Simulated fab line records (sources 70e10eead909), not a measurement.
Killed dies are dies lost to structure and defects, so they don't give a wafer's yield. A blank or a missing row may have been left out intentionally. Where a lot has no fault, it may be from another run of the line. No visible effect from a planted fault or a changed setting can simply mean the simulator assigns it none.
Chamber matching :: flow nand harc :: NHARC_A_CONTACT_ETCH_106 on rie diel-11 has 4 sister chambers
The step etches the open film in CF4/O2, target depth 60 nm, overetch 6 nm, time 33 s. 36 wafers are shown with their chamber, then 12 later ones without.

WAFERS WITH THEIR CHAMBER
wafer: L074.1
chamber: 1
drypump motor current A (A): 6.6
oes product au (a.u.): 1.002
o2 flow sccm (sccm): 19.98

wafer: L074.2
chamber: 0
drypump motor current A (A): 6.0
oes product au (a.u.): 0.992
o2 flow sccm (sccm): 19.94

wafer: L074.3
chamber: 3
drypump motor current A (A): 6.0
oes product au (a.u.): 1.010
o2 flow sccm (sccm): 20.01

wafer: L075.1
chamber: 2
drypump motor current A (A): 5.3
oes product au (a.u.): 0.996
o2 flow sccm (sccm): 19.96

wafer: L075.3
chamber: 3
drypump motor current A (A): 5.9
oes product au (a.u.): 1.012
o2 flow sccm (sccm): 20.11

wafer: L075.5
chamber: 2
drypump motor current A (A): 5.3
oes product au (a.u.): 0.986
o2 flow sccm (sccm): 20.03

wafer: L076.2
chamber: 1
drypump motor current A (A): 6.6
oes product au (a.u.): 1.005
o2 flow sccm (sccm): 20.04

wafer: L076.4
chamber: 3
drypump motor current A (A): 6.0
oes product au (a.u.): 1.002
o2 flow sccm (sccm): 19.98

wafer: L076.6
chamber: 1
drypump motor current A (A): 6.6
oes product au (a.u.): 1.002
o2 flow sccm (sccm): 19.97

wafer: L078.2
chamber: 2
drypump motor current A (A): 5.3
oes product au (a.u.): 1.005
o2 flow sccm (sccm): 20.07

wafer: L078.4
chamber: 0
drypump motor current A (A): 6.0
oes product au (a.u.): 0.996
o2 flow sccm (sccm): 19.88

wafer: L078.5
chamber: 0
drypump motor current A (A): 6.0
oes product au (a.u.): 1.006
o2 flow sccm (sccm): 19.96

wafer: L080.1
chamber: 1
drypump motor current A (A): 6.6
oes product au (a.u.): 1.002
o2 flow sccm (sccm): 19.95

wafer: L080.5
chamber: 0
drypump motor current A (A): 6.0
oes product au (a.u.): 0.996
o2 flow sccm (sccm): 19.92

wafer: L080.6
chamber: 3
drypump motor current A (A): 6.0
oes product au (a.u.): 1.009
o2 flow sccm (sccm): 20.04

wafer: L081.1
chamber: 1
drypump motor current A (A): 6.6
oes product au (a.u.): 1.005
o2 flow sccm (sccm): 20.00

wafer: L081.3
chamber: 3
drypump motor current A (A): 6.0
oes product au (a.u.): 1.010
o2 flow sccm (sccm): 20.07

wafer: L081.5
chamber: 3
drypump motor current A (A): 6.0
oes product au (a.u.): 1.009
o2 flow sccm (sccm): 20.06

wafer: L083.1
chamber: 3
drypump motor current A (A): 5.9
oes product au (a.u.): 1.007
o2 flow sccm (sccm): 20.05

wafer: L083.4
chamber: 2
drypump motor current A (A): 5.3
oes product au (a.u.): 1.006
o2 flow sccm (sccm): 20.03

wafer: L083.6
chamber: 2
drypump motor current A (A): 5.3
oes product au (a.u.): 0.997
o2 flow sccm (sccm): 20.07

wafer: L084.1
chamber: 3
drypump motor current A (A): 6.0
oes product au (a.u.): 1.001
o2 flow sccm (sccm): 20.01

wafer: L084.2
chamber: 2
drypump motor current A (A): 5.3
oes product au (a.u.): 0.998
o2 flow sccm (sccm): 19.97

wafer: L084.5
chamber: 2
drypump motor current A (A): 5.3
oes product au (a.u.): 0.992
o2 flow sccm (sccm): 19.96

wafer: L079.1
chamber: 2
drypump motor current A (A): 5.3
oes product au (a.u.): 1.007
o2 flow sccm (sccm): 19.92

wafer: L079.2
chamber: 3
drypump motor current A (A): 6.0
oes product au (a.u.): 1.012
o2 flow sccm (sccm): 20.00

wafer: L079.6
chamber: 3
drypump motor current A (A): 6.0
oes product au (a.u.): 1.008
o2 flow sccm (sccm): 20.06

wafer: L088.1
chamber: 1
drypump motor current A (A): 6.6
oes product au (a.u.): 1.014
o2 flow sccm (sccm): 19.87

wafer: L088.3
chamber: 3
drypump motor current A (A): 5.9
oes product au (a.u.): 1.012
o2 flow sccm (sccm): 19.94

wafer: L088.4
chamber: 2
drypump motor current A (A): 5.3
oes product au (a.u.): 1.007
o2 flow sccm (sccm): 19.99

wafer: L087.2
chamber: 3
drypump motor current A (A): 6.0
oes product au (a.u.): 1.014
o2 flow sccm (sccm): 19.95

wafer: L087.3
chamber: 0
drypump motor current A (A): 6.0
oes product au (a.u.): 0.990
o2 flow sccm (sccm): 19.89

wafer: L087.4
chamber: 2
drypump motor current A (A): 5.3
oes product au (a.u.): 0.997
o2 flow sccm (sccm): 20.00

wafer: L089.2
chamber: 3
drypump motor current A (A): 6.0
oes product au (a.u.): 1.014
o2 flow sccm (sccm): 19.89

wafer: L089.4
chamber: 2
drypump motor current A (A): 5.3
oes product au (a.u.): 1.012
o2 flow sccm (sccm): 20.03

wafer: L089.5
chamber: 1
drypump motor current A (A): 6.6
oes product au (a.u.): 1.009
o2 flow sccm (sccm): 20.01

SIGNATURES (averages over the wafers above)
reading: drypump motor current A
chamber 0: 6.000
chamber 1: 6.600
chamber 2: 5.300
chamber 3: 5.977
scatter within a chamber: 0.0269

reading: oes product au
chamber 0: 0.99600
chamber 1: 1.00557
chamber 2: 1.00027
chamber 3: 1.00923
scatter within a chamber: 0.00578

reading: o2 flow sccm
chamber 0: 19.9180
chamber 1: 19.9743
chamber 2: 20.0027
chamber 3: 20.0131
scatter within a chamber: 0.0531
Rule: a wafer's distance from a chamber is the root of the sum, over the readings, of the square of ((its reading less the chamber's mean) divided by the reading's scatter). The wafer belongs to the nearest chamber; if the next one is less than 2 further off, it can't be placed. The scatter: take each reading less its chamber's mean, square it, sum over the shown wafers, divide by the number of wafers less the number of chambers, and take the root.

WAFERS WITHOUT THEIR CHAMBER
wafer: L091.1
drypump motor current A (A): 6.0
oes product au (a.u.): 0.986
o2 flow sccm (sccm): 19.98

wafer: L091.4
drypump motor current A (A): 6.6
oes product au (a.u.): 1.002
o2 flow sccm (sccm): 20.00

wafer: L091.5
drypump motor current A (A): 5.3
oes product au (a.u.): 0.999
o2 flow sccm (sccm): 19.94

wafer: L092.1
drypump motor current A (A): 6.0
oes product au (a.u.): 0.985
o2 flow sccm (sccm): 20.06

wafer: L092.3
drypump motor current A (A): 6.0
oes product au (a.u.): 0.979
o2 flow sccm (sccm): 19.99

wafer: L092.5
drypump motor current A (A): 5.3
oes product au (a.u.): 0.998
o2 flow sccm (sccm): 19.94

wafer: L096.1
drypump motor current A (A): 6.0
oes product au (a.u.): 0.993
o2 flow sccm (sccm): 20.04

wafer: L096.2
drypump motor current A (A): 6.0
oes product au (a.u.): 0.987
o2 flow sccm (sccm): 19.89

wafer: L096.3
drypump motor current A (A): 6.6
oes product au (a.u.): 1.001
o2 flow sccm (sccm): 19.98

wafer: L097.2
drypump motor current A (A): 6.0
oes product au (a.u.): 1.000
o2 flow sccm (sccm): 20.02

wafer: L097.4
drypump motor current A (A): 5.3
oes product au (a.u.): 1.022
o2 flow sccm (sccm): 20.03

wafer: L097.6
drypump motor current A (A): 6.6
oes product au (a.u.): 1.025
o2 flow sccm (sccm): 20.07

WHICH CHAMBER EACH ONE RAN IN
wafer: L091.1
from the rows above: 0
in truth: 0

wafer: L091.4
from the rows above: 1
in truth: 1

wafer: L091.5
from the rows above: 2
in truth: 2

wafer: L092.1
from the rows above: can't be placed: 0 or 3
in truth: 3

wafer: L092.3
from the rows above: 0
in truth: 0

wafer: L092.5
from the rows above: 2
in truth: 2

wafer: L096.1
from the rows above: can't be placed: 0 or 3
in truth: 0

wafer: L096.2
from the rows above: 0
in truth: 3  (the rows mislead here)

wafer: L096.3
from the rows above: 1
in truth: 1

wafer: L097.2
from the rows above: can't be placed: 3 or 0
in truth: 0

wafer: L097.4
from the rows above: 2
in truth: 2

wafer: L097.6
from the rows above: 1
in truth: 1
Correct placement for 8 of the 12. Not placeable from these rows: 3 (in 3, the candidates include the true chamber). Wrongly placed: 1.
